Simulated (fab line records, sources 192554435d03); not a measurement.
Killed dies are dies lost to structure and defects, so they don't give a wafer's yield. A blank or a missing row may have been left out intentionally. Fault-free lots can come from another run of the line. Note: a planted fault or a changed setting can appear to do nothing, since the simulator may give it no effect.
The same fault as seen by 2 desks | flow n5 finfet | every desk sees just its own numbers, and what lay behind them comes last

## FROM THE METROLOGY DESK
What the gauges read for every lot (on any tool): the sampled wafers with a number, averaged. If a lot's mean is further than 4 standard deviations from the usual mean, the lot is out of limits and carries the mark OUT (the distance appears in the brackets). Only the readings that lie furthest out on some lot appear, 7 of the 10 it has.
Columns: A = DIBL_N at N5_BEOL_M4_RC_MEAS_101, usual 35.8 mV/V; B = IOFF_P at N5_BEOL_M4_RC_MEAS_101, usual 0.21 nA/um; C = ION_N at N5_BEOL_M4_RC_MEAS_101, usual 672 uA/um; D = SS_N at N5_BEOL_M4_RC_MEAS_101, usual 71.5 mV/dec; E = SS_P at N5_BEOL_M4_RC_MEAS_101, usual 73.2 mV/dec; F = VT_N at N5_BEOL_M4_RC_MEAS_101, usual 250 mV; G = VT_P at N5_BEOL_M4_RC_MEAS_101, usual -250 mV
lot  | first seen here | A    | B    | C   | D    | E    | F   | G
L705 | day 9 07:46     | 34.3 | 0.16 | 670 | 71.0 | 72.8 | 251 | -254
L709 | day 9 23:46     | 35.5 | 0.16 | 660 | 71.3 | 72.5 | 254 | -254
L710 | day 10 14:59    | 36.0 | 0.22 | 681 | 71.1 | 73.4 | 248 | -248
L713 | day 10 20:46    | 35.6 | 0.20 | 672 | 71.5 | 74.2 | 250 | -250
L716 | day 11 21:38    | 36.5 | 0.22 | 673 | 71.8 | 73.4 | 248 | -250
L721 | day 13 01:29    | 34.1 | 0.22 | 667 | 71.4 | 73.0 | 251 | -247
L722 | day 13 12:31    | 34.0 | 0.20 | 660 | 71.5 | 72.9 | 253 | -251
L723 | day 13 15:20    | 35.8 | 0.22 | 682 | 71.5 | 72.8 | 249 | -248
L724 | day 14 09:00    | 35.3 | 0.20 | 670 | 71.6 | 73.1 | 254 | -252
Result from this desk: across the 9 lots, nothing is out of limits.

## AT THE TOOL OWNER'S DESK: rie si-04
The tool's own readings at N5_SDB_CUT_ETCH_26 (etches Si in HBr/Cl2/O2, target depth 129.6 nm, bt time 20 s, time 51.8 s): means of the sampled wafers that have a number, for each lot that ran on this tool. If a lot's mean is further than 4 standard deviations from the usual mean, the lot is out of limits and carries the mark OUT (the distance appears in the brackets).
Columns: A = drypump motor current A at N5_SDB_CUT_ETCH_26, usual 5.8 A; B = he backside leak sccm at N5_SDB_CUT_ETCH_26, usual 2.7 sccm; C = oes product au at N5_SDB_CUT_ETCH_26, usual 0.999 a.u.; D = throttle valve pct at N5_SDB_CUT_ETCH_26, usual 37.2 %
lot  | first seen here | A   | B   | C     | D
L705 | day 4 18:26     | 5.9 | 2.8 | 0.995 | 37.2
L709 | day 5 18:53     | 6.0 | 2.4 | 0.978 | 37.4
L710 | day 6 01:10     | 5.9 | 2.5 | 0.985 | 37.1
L713 | day 6 20:09     | 6.0 | 2.8 | 0.989 | 37.5
Result from this desk: across the 4 lots, nothing is out of limits.

## ALL TOGETHER
At the metrology desk, nothing out of limits was observed.
Nothing out of limits was seen by the tool owner's desk.

## WHAT THE SIMULATOR PUT IN
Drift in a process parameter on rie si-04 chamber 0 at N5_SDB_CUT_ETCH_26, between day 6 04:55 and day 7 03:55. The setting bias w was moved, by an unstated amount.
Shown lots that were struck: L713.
